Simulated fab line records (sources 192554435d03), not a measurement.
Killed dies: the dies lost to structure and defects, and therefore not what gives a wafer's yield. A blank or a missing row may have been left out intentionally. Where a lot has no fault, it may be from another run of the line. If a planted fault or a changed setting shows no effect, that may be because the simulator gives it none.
One fault seen from 2 desks	flow n5_finfet	what lay behind the numbers comes last; until then each desk has only its own

AT THE TOOL OWNER'S DESK: pecvd-04
The tool's own readings at N5_FIN_SAQP_PECVD_48 (deposits SiNx from SiH4/NH3/N2, target thk 25 nm, time 22.1 s): means of the sampled wafers that have a number, for each lot that ran on this tool. The brackets show how far a lot's mean lies from the usual mean; more than 4 standard deviations puts the lot out of limits, marked OUT.
Columns: A = heater_power_w at N5_FIN_SAQP_PECVD_48, usual 834 W; B = showerhead_plenum_p_Torr at N5_FIN_SAQP_PECVD_48, usual 5.18 Torr; C = showerhead_vpp_V at N5_FIN_SAQP_PECVD_48, usual 1093 V; D = throttle_valve_pct at N5_FIN_SAQP_PECVD_48, usual 39.5 %
lot	first seen here	A	B	C	D
L381	day 2 08:59	914	5.13	1146	39.5
L387	day 3 22:36	911	5.16	1103	38.9
L390	day 4 14:32	872	5.17	1087	39.6
L392	day 5 05:19	911	5.21	1020	36.8
L394	day 5 14:58	936	5.13	1150	40.4
This desk's finding: nothing out of limits on any of the 5 lots.

AT THE METROLOGY DESK
Means of the sampled wafers that have a number, per lot and without regard to the tool the lot ran on: this is what the gauges read. The brackets show how far a lot's mean lies from the usual mean; more than 4 standard deviations puts the lot out of limits, marked OUT. Shown here are 7 of its 11 readings, the ones lying furthest out on some lot.
Columns: A = thk_nm at N5_FIN_SAQP_THK_MEAS_05, usual 37.9 nm; B = DIBL_N at N5_BEOL_M4_RC_MEAS_101, usual 36.2 mV/V; C = DIBL_P at N5_BEOL_M4_RC_MEAS_101, usual 36.2 mV/V; D = IOFF_N at N5_BEOL_M4_RC_MEAS_101, usual 0.16 nA/um; E = ION_N at N5_BEOL_M4_RC_MEAS_101, usual 673 uA/um; F = ION_P at N5_BEOL_M4_RC_MEAS_101, usual 462 uA/um; G = VT_N at N5_BEOL_M4_RC_MEAS_101, usual 250 mV
lot	first seen here	A	B	C	D	E	F	G
L379	day 1 21:28	37.9	37.1	36.7	0.16	665	454	252
L381	day 2 08:53	38.0	35.0	36.6	0.16	674	472	250
L387	day 3 22:31	37.6	36.2	35.8	0.15	659	465	252
L390	day 4 14:28	37.9	34.7	34.0	0.12	658	454	250
L392	day 5 05:14	38.0	36.8	35.0	0.15	676	460	252
L394	day 5 14:53	39.0	35.6	35.9	0.16	676	464	251
L395	day 5 21:04	37.7	33.8	32.5	0.11	655	446	256
L396	day 6 02:50	37.5	36.2	36.0	0.16	674	465	250
L397	day 6 08:19	38.4	32.4	31.7	0.10	650	449	257
This desk's finding: nothing out of limits on any of the 9 lots.

TAKEN TOGETHER
The tool owner's desk saw nothing out of limits.
The metrology desk saw nothing out of limits.

WHAT HAD BEEN PUT IN BY THE SIMULATOR
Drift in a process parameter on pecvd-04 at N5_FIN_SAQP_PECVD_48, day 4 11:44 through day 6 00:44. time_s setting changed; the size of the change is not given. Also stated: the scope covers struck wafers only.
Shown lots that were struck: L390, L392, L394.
